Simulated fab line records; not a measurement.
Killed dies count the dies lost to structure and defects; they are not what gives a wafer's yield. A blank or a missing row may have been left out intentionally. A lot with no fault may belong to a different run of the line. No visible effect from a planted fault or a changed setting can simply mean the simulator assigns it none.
Code-filled problem report in 8D (eight disciplines) form / flow n5 finfet / the parts of the form that need people (team, actions taken, sign-off) are left out

== 1. THE ISSUE ==
Mean of time to endpoint s at N5_ILD0_CMP_12: 58.2 s across 4 wafers in 3 lots; on wafers with no fault it is 29.0 s (standard deviation 2.6). That puts it +11 standard deviations away from the usual mean.
The step: polishes SiNx, stops on poly-Si, t overpolish 6 s, target thk 17.67 nm.
Seen first at day 7 15:21 on cmp-04, wafer L107.3. Wafers with a number at this step in the record: 33, from 12 lots. Rule for "out", or "out of limits": more than 4 standard deviations from the usual mean. All remaining wafers that have a number are taken as sound.

== 2. WHAT THIS IS AND IS NOT ==
question=which readings at this step | is=time to endpoint s | is not=motor current A, overpolish run s, platen rpm, slurry filter dp kPa
question=which lots | is=L107, L109, L111 | is not=L100, L103, L104, L105, L108, L993, L994, L995, L999
question=which wafers of those lots | is=L107.3, L107.5, L109.5, L111.5 | is not=L109.1, L111.1
question=read on which tools | is=cmp-04 | is not=cmp-02, cmp-03
question=when | is=from day 7 15:21 | is not=up to then (24 sound wafers); but 5 sound wafers of L108, L109, L111 came after

== 3. SUSPECTS, AND WHAT RULES EACH OUT ==
Counting: a tool at a process step up to the reading stays a suspect if it ran every lot that is out. Sound lots after the first of them don't rule it out here, since some wafers of a struck lot are sound.
- cmp-04 at N5_ILD0_CMP_12 (polishes SiNx, stops on poly-Si, t overpolish 6 s, target thk 17.67 nm): kept. Every lot that is out went through it, the first being L107 (day 7 15:21); the last sound lot it ran before that was L105 (day 7 03:19). Its own time to endpoint s readings are out on those wafers.
After counting, what remains is cmp-04 at N5_ILD0_CMP_12.

== 4. THE CAUSE (what the simulator had put in) ==
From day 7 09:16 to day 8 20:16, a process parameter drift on cmp-04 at N5_ILD0_CMP_12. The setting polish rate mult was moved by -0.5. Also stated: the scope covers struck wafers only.
After counting, this tool was the only one left.

== 5. THE CHAIN OF EFFECTS, in route order ==
Each row: a reading where the mean over the struck wafers with a number is more than 3 standard deviations away from the usual. Scope: only readings with a usual standard deviation given in the record; hours: median across lots of the time from each lot's start at the first step in this table that gives one to its start at this step; sigmas: change in usual standard deviations.
hours=0; step=N5_ILD0_CMP_12; reading=time to endpoint s; usual=29.0 s; on struck wafers=58.2; change=+29.2; sigmas=+11
It contains these process steps:
- N5_ILD0_CMP_12: polishes SiNx, stops on poly-Si, t overpolish 6 s, target thk 17.67 nm.
Later steps that measure or inspect, where all struck wafers having a row at the step show a number for every such reading and not one has moved that far: N5_ILD0_THK_MEAS_13.

== 6. HOW IT WOULD HAVE BEEN CAUGHT EARLIER ==
In this record no reading fell out of limits until day 7 15:21, 6 hours after the fault had begun at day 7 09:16.
